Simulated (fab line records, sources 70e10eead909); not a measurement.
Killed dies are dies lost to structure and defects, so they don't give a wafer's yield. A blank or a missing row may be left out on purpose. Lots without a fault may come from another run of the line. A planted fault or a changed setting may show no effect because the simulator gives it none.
Chamber matching | flow nand_harc | NHARC_A_STAIRCASE_CMP_152 on cmp-02: 4 sister chambers
The step polishes. 14 wafers are shown with their chamber, then 7 later ones without.

WAFERS WITH THEIR CHAMBER
wafer  | chamber | motor_current_A (A) | edge_zone_pressure_frac
L074.1 | 2       | 10.2                | 0.995
L074.5 | 2       | 10.5                | 0.998
L074.6 | 1       | 10.0                | 0.995
L080.2 | 3       | 11.9                | 1.006
L080.5 | 3       | 11.7                | 1.001
L080.6 | 0       | 10.9                | 0.994
L079.4 | 1       | 9.9                 | 1.007
L079.5 | 2       | 10.1                | 0.999
L079.6 | 3       | 12.0                | 1.001
L082.2 | 3       | 12.3                | 1.003
L082.5 | 1       | 10.3                | 0.998
L082.6 | 2       | 10.2                | 1.011
L085.2 | 3       | 11.3                | 1.000
L085.3 | 2       | 10.9                | 1.002

SIGNATURES (means of the wafers above)
reading                 | chamber 0 | chamber 1 | chamber 2 | chamber 3 | scatter within a chamber
motor_current_A         | 10.900    | 10.067    | 10.380    | 11.840    | 0.327
edge_zone_pressure_frac | 0.99400   | 1.00000   | 1.00100   | 1.00220   | 0.00501
Rule: a wafer's distance from a chamber is the root of the sum, over the readings, of the square of ((its reading less the chamber's mean) divided by the reading's scatter). The wafer belongs to the nearest chamber; if the next one is less than 2 further off, it can't be placed. The scatter: the root of (the sum of the squares of (reading less its chamber's mean) over the shown wafers, divided by (wafers less chambers)).

WAFERS WITHOUT THEIR CHAMBER
wafer  | motor_current_A (A) | edge_zone_pressure_frac
L085.5 | 10.5                | 1.004
L092.2 | 10.1                | 0.993
L092.3 | 10.4                | 0.998
L092.6 | 10.4                | 1.005
L094.1 | 11.0                | 0.998
L094.3 | 9.3                 | 1.007
L094.4 | 10.2                | 0.993

WHICH CHAMBER EACH WENT THROUGH
wafer  | from the rows above          | in truth
L085.5 | can't be placed: 2 or 1 or 0 | 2
L092.2 | can't be placed: 1 or 2 or 0 | 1
L092.3 | can't be placed: 2 or 1 or 0 | 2
L092.6 | can't be placed: 2 or 1 or 0 | 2
L094.1 | can't be placed: 0 or 2 or 3 | 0
L094.3 | can't be placed: 1 or 2      | 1
L094.4 | can't be placed: 1 or 2 or 0 | 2
Placed correctly: 0 of 7. Can't be placed from these rows: 7 (the true chamber is among the candidates in 7). Placed wrongly: 0.
